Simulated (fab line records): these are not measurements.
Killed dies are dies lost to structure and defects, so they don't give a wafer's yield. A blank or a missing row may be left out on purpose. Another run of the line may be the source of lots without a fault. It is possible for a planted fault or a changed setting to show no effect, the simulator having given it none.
The tool behind it: which one?	flow n5 finfet	6 lots with 17 wafers sampled at 2 steps, on a route of 1938 steps

## WHAT THE GAUGES SHOWED, per wafer
N5_BEOL_M4_THK_MEAS_53: measures by xrf.
lot	measured	on	M4_THK (nm)
L932	day 9 04:29	film metro-01	39.0 39.8 40.9
L933	day 9 12:06	film metro-01	39.2 38.7 41.2
L938	day 10 03:53	film metro-01	41.5 41.0 39.9
L940	day 10 15:45	film metro-02	39.6 41.7 42.9
L942	day 11 09:59	film metro-01	38.4 38.7 36.7
L945	day 12 01:31	film metro-02	41.2 40.7

## WHICH TOOL RAN EACH LOT (tool, then ch and the chambers of the sampled wafers, then the start)
lot	N5_BEOL_M4_SPUTTER_96
L932	pvd sputter-01, day 9 03:42
L933	pvd sputter-02, day 9 11:19
L938	pvd sputter-02, day 10 01:47
L940	pvd sputter-01, day 10 14:58
L942	pvd sputter-02, day 11 09:11
L945	pvd sputter-01, day 12 00:43
- N5_BEOL_M4_SPUTTER_96: material Cu, target thk 4.5 nm, time 8.29 s.

## THE ANSWER, worked out from the rows above alone
Rule: what is usual is taken from the lots themselves. The widest of any qualifying gaps counts: lots, ordered by their means at a reading, are off when they make up no more than a third of the lots, leave a main group of 4 or more, and stand apart from it by 3 or more times the standard deviation of that group's means. Not used: any main group whose means are identical at the precision the tables above print for the reading. A lot without any number at a reading at which 4 lots or more have one is off too. Any other lot the step has rows for is counted as sound.
None of the lots is off at any reading shown; this tells nothing.

## WHAT THE SIMULATOR PUT IN
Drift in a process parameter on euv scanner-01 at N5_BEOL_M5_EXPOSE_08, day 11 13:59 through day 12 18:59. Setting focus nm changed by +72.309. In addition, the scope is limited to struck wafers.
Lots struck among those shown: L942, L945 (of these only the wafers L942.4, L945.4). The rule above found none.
